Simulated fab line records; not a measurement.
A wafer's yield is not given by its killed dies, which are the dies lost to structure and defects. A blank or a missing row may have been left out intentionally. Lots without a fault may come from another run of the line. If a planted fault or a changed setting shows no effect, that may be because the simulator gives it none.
Which of the tools did it?    flow n5 finfet    26 wafers from 10 lots sampled at 6 of the route's 1938 steps

WHAT THE GAUGES SHOWED, per wafer
N5_FIN_CUT_CD_MEAS_08: the cd target is 29.1 nm. Usual: 29.15 nm for cd nm, sd 0.27.
lot   measured     on         cd nm (nm)         flag
L234  day 2 02:17  cd sem-01  29.48 29.22        
L241  day 4 00:58  cd sem-02  28.61 29.01        
L242  day 4 05:50  cd sem-01  29.13 28.85 28.79  
L243  day 4 12:39  cd sem-02  28.92 29.27 28.82  
L248  day 5 15:48  cd sem-03  29.41 29.41 29.30  
L250  day 6 02:58  cd sem-01  29.10 29.37 29.72  
L254  day 7 04:42  cd sem-02  28.79 28.90        
L255  day 7 09:53  cd sem-03  29.06 29.40        
L256  day 7 17:37  cd sem-01  29.35 29.00 28.76  
L257  day 7 23:07  cd sem-03  28.91 28.83 28.64  

N5_FIN_CUT_INSPECT_17: inspects for defects (brightfield). Usual: 231 for raw defect count, sd 63.
lot   measured     on                 raw defect count  flag
L234  day 2 03:26  defect inspect-02  250 244           
L241  day 4 02:00  defect inspect-02  259 218           
L242  day 4 07:04  defect inspect-02  1165 1099 1041    OFF
L243  day 4 13:52  defect inspect-01  1114 1116 1208    OFF
L248  day 5 16:50  defect inspect-01  131 151 126       
L250  day 6 04:08  defect inspect-01  172 234 239       
L254  day 7 05:44  defect inspect-01  383 214           
L255  day 7 11:00  defect inspect-01  174 173           
L256  day 7 19:37  defect inspect-01  177 214 202       
L257  day 8 00:43  defect inspect-01  303 276 306       

N5_BEOL_M4_RC_MEAS_101. Usual: DIBL_N 36.2 mV/V, standard deviation 2.2; DIBL_P 36.1 mV/V, standard deviation 2.8; IOFF_N 0.16 nA/um, standard deviation 0.041; IOFF_P 0.21 nA/um, standard deviation 0.047; ION_N 676 uA/um, standard deviation 16; ION_P 463 uA/um, standard deviation 11; SS_N 71.6 mV/dec, standard deviation 0.78; SS_P 73.3 mV/dec, standard deviation 0.86; VT_N 249 mV, standard deviation 3.8; VT_P -251 mV, standard deviation 3.9.
lot   measured      on         DIBL_N (mV/V)   DIBL_P (mV/V)   IOFF_N (nA/um)  IOFF_P (nA/um)  ION_N (uA/um)  ION_P (uA/um)  SS_N (mV/dec)   SS_P (mV/dec)   VT_N (mV)    VT_P (mV)       flag
L234  day 8 06:41   prober-02  33.8 35.4       32.5 34.2       0.13 0.16       0.16 0.19       686 688        465 467        70.7 70.9       72.0 72.9       250 248      -256 -251       
L241  day 9 19:35   prober-02  36.6 37.7       36.2 38.9       0.16 0.19       0.20 0.23       669 682        458 459        71.7 72.2       73.7 74.6       254 249      -252 -250       
L242  day 10 07:07  prober-01  37.9 35.0 33.5  38.6 35.5 32.4  0.19 0.13 0.11  0.26 0.21 0.16  698 662 665    482 464 462    71.6 71.4 70.4  73.8 72.8 72.3  248 252 254  -246 -251 -249  
L243  day 10 21:11  prober-02  37.7 32.6 39.5  37.3 31.9 40.4  0.18 0.10 0.22  0.23 0.16 0.28  680 664 678    463 460 464    72.4 69.9 71.7  73.0 72.2 74.3  249 255 247  -248 -253 -247  
L248  day 12 09:41  prober-01  35.5 37.2 35.6  36.9 38.5 36.7  0.16 0.21 0.18  0.21 0.24 0.21  669 691 686    459 468 466    71.9 72.1 72.0  73.2 73.8 73.7  247 243 245  -250 -247 -252  
L250  day 12 12:25  prober-01  39.1 35.7 38.9  38.1 34.2 39.0  0.18 0.13 0.19  0.22 0.16 0.24  672 657 678    461 449 456    72.0 71.8 72.1  73.4 73.1 74.0  249 252 247  -253 -256 -252  
L254  day 13 15:29  prober-01  36.5 38.7       37.7 38.0       0.16 0.18       0.24 0.24       677 679        474 467        70.9 71.6       74.4 74.2       250 252      -249 -249       
L255  day 13 17:52  prober-01  37.1 35.2       39.2 37.6       0.20 0.16       0.25 0.22       700 675        481 461        71.7 71.9       74.1 73.6       246 248      -247 -251       
L256  day 14 04:28  prober-02  33.7 33.2 38.4  32.3 31.3 37.8  0.11 0.10 0.18  0.14 0.14 0.21  653 664 669    450 453 455    69.8 70.4 71.6  71.8 71.6 73.5  254 256 249  -255 -258 -254  
L257  day 14 01:08  prober-01  35.8 40.4 31.0  38.1 42.0 31.3  0.15 0.26 0.08  0.23 0.31 0.13  661 701 647    461 482 449    70.6 72.5 69.6  74.0 75.7 71.7  250 242 260  -250 -245 -255  

WHAT TOOL EACH LOT RAN ON (gives the tool, then ch and the chambers of the sampled wafers, and finally the start)
lot   N5_FIN_CUT_CUT_ETCH_26             N5_FIN_CUT_PRECLEAN_35             N5_STI_FIN_REVEAL_ALD_00
L234  rie diel-05 ch 1,2, day 2 02:50    vapor etch-02 ch 0,1, day 2 02:58  ald sin-03 ch 0,3, day 2 03:29
L241  rie diel-03 ch 2,3, day 4 01:31    vapor etch-02 ch 0,1, day 4 01:38  ald sin-02 ch 1,3, day 4 02:02
L242  rie diel-03 ch 1,2,3, day 4 06:36  vapor etch-01 ch 0,1, day 4 06:43  ald sin-02 ch 1,2,3, day 4 07:07
L243  rie diel-03 ch 0,2, day 4 13:19    vapor etch-02 ch 0,1, day 4 13:26  ald sin-02 ch 0,1,2, day 4 13:54
L248  rie diel-05 ch 0,2, day 5 16:22    vapor etch-01 ch 0,1, day 5 16:28  ald sin-02 ch 0,1, day 5 17:11
L250  rie diel-05 ch 0,3, day 6 03:32    vapor etch-02 ch 0,1, day 6 03:40  ald sin-03 ch 0,1,3, day 6 04:34
L254  rie diel-04 ch 0,2, day 7 05:16    vapor etch-01 ch 0, day 7 05:22    ald sin-02 ch 0,2, day 7 05:46
L255  rie diel-03 ch 1,3, day 7 10:31    vapor etch-02 ch 0,1, day 7 10:38  ald sin-03 ch 0,2, day 7 11:24
L256  rie diel-03 ch 0,1,3, day 7 18:10  vapor etch-02 ch 0,1, day 7 19:15  ald sin-02 ch 1,3, day 7 20:04
L257  rie diel-04 ch 0,1,2, day 8 00:13  vapor etch-01 ch 0,1, day 8 00:20  ald sin-03 ch 0,2, day 8 00:46
- N5_FIN_CUT_CUT_ETCH_26: etches SiNx in CH3F/O2, target depth 39 nm, time 55.7 s.
- N5_FIN_CUT_PRECLEAN_35: cleans in vHF, time 13.3 s.
- N5_STI_FIN_REVEAL_ALD_00: deposits SiO2, target thk 1 nm, pulse time 1 s.

AS READ BY THE TOOLS THEMSELVES (means over the sampled wafers that have a number; for cases with no such wafer, the mark the record gives instead)
N5_FIN_CUT_CUT_ETCH_26. Usual: O2_flow_sccm 19.99 sccm, standard deviation 0.061; drypump motor current A 5.6 A, standard deviation 0.46; mfc ar sccm 150.1 sccm, standard deviation 0.46; oes_f_703_au 0.80 a.u., standard deviation 0.083; oes product au 0.81 a.u., standard deviation 0.093; rf vpp V 299 V, standard deviation 9.7; showerhead plenum p Torr 2.06 Torr, standard deviation 0.069; throttle valve pct 16.29 %, standard deviation 0.25.
lot   tool         O2_flow_sccm (sccm)  drypump motor current A (A)  mfc ar sccm (sccm)  oes_f_703_au (a.u.)  oes product au (a.u.)  rf vpp V (V)  showerhead plenum p Torr (Torr)  throttle valve pct (%)  flag
L234  rie diel-05  20.01                5.8                          150.4               0.72                 0.73                   308           2.08                             16.58                   
L241  rie diel-03  20.00                5.5                          150.2               0.79                 0.81                   296           2.06                             16.30                   
L242  rie diel-03  20.00                5.4                          150.1               0.81                 0.83                   302           2.08                             16.26                   
L243  rie diel-03  20.05                5.8                          149.9               0.83                 0.84                   299           2.07                             16.26                   
L248  rie diel-05  19.98                5.2                          150.1               0.72                 0.73                   302           2.09                             16.43                   
L250  rie diel-05  20.01                5.4                          149.9               0.79                 0.80                   294           2.08                             16.15                   
L254  rie diel-04  20.05                5.9                          149.5               0.89                 0.83                   280           2.02                             16.02                   
L255  rie diel-03  19.96                5.2                          149.8               0.74                 0.76                   303           2.05                             16.44                   
L256  rie diel-03  19.95                5.6                          150.3               0.81                 0.82                   302           2.02                             16.38                   
L257  rie diel-04  20.01                6.0                          149.6               0.85                 0.85                   287           2.05                             16.15                   

N5_FIN_CUT_PRECLEAN_35. Usual: 5.8 A for drypump motor current A, sd 0.41.
lot   tool           drypump motor current A (A)  flag
L234  vapor etch-02  6.2                          
L241  vapor etch-02  6.2                          
L242  vapor etch-01  5.5                          
L243  vapor etch-02  6.1                          
L248  vapor etch-01  5.7                          
L250  vapor etch-02  6.2                          
L254  vapor etch-01  6.0                          
L255  vapor etch-02  6.2                          
L256  vapor etch-02  6.2                          
L257  vapor etch-01  5.7                          

N5_STI_FIN_REVEAL_ALD_00. Usual: heater power w 461 W, standard deviation 42; precursor pulse height rel 1.002, standard deviation 0.021; susceptor temp C 300.00 C, standard deviation 0.22.
lot   tool        heater power w (W)  precursor pulse height rel  susceptor temp C (C)  flag
L234  ald sin-03  523                 0.998                       299.94                
L241  ald sin-02  468                 1.010                       300.00                
L242  ald sin-02  464                 1.028                       300.05                
L243  ald sin-02  446                 1.005                       300.01                
L248  ald sin-02  448                 1.002                       300.13                
L250  ald sin-03  496                 1.013                       300.10                
L254  ald sin-02  437                 1.039                       299.81                
L255  ald sin-03  466                 1.018                       300.22                
L256  ald sin-02  479                 0.985                       300.10                
L257  ald sin-03  460                 1.024                       300.13                

THE ANSWER, worked out from the rows above alone
Rule: a lot is off if the mean of its wafers that have a number lies more than 3 standard deviations from the usual mean. A lot without any number at a reading at which 4 lots or more have one is off too. The other lots that the step has rows for count as sound. Order of review: gauges by route order, followed by the tools' own readings, for which a lot's mean as printed above is used. The first step at which some lot is off is used, and at that step the reading that is off furthest; a lot without a number counts as furthest.
Off, at N5_FIN_CUT_INSPECT_17 on raw defect count: L242, L243.
If a tool, at a process step before that reading, ran all the lots that are off and no sound lot after the first of them, it fits. Those tools and the gauges at N5_FIN_CUT_INSPECT_17 are tried in the same way. Not one of the candidates tried fits.

WHAT THE SIMULATOR HAD PUT IN
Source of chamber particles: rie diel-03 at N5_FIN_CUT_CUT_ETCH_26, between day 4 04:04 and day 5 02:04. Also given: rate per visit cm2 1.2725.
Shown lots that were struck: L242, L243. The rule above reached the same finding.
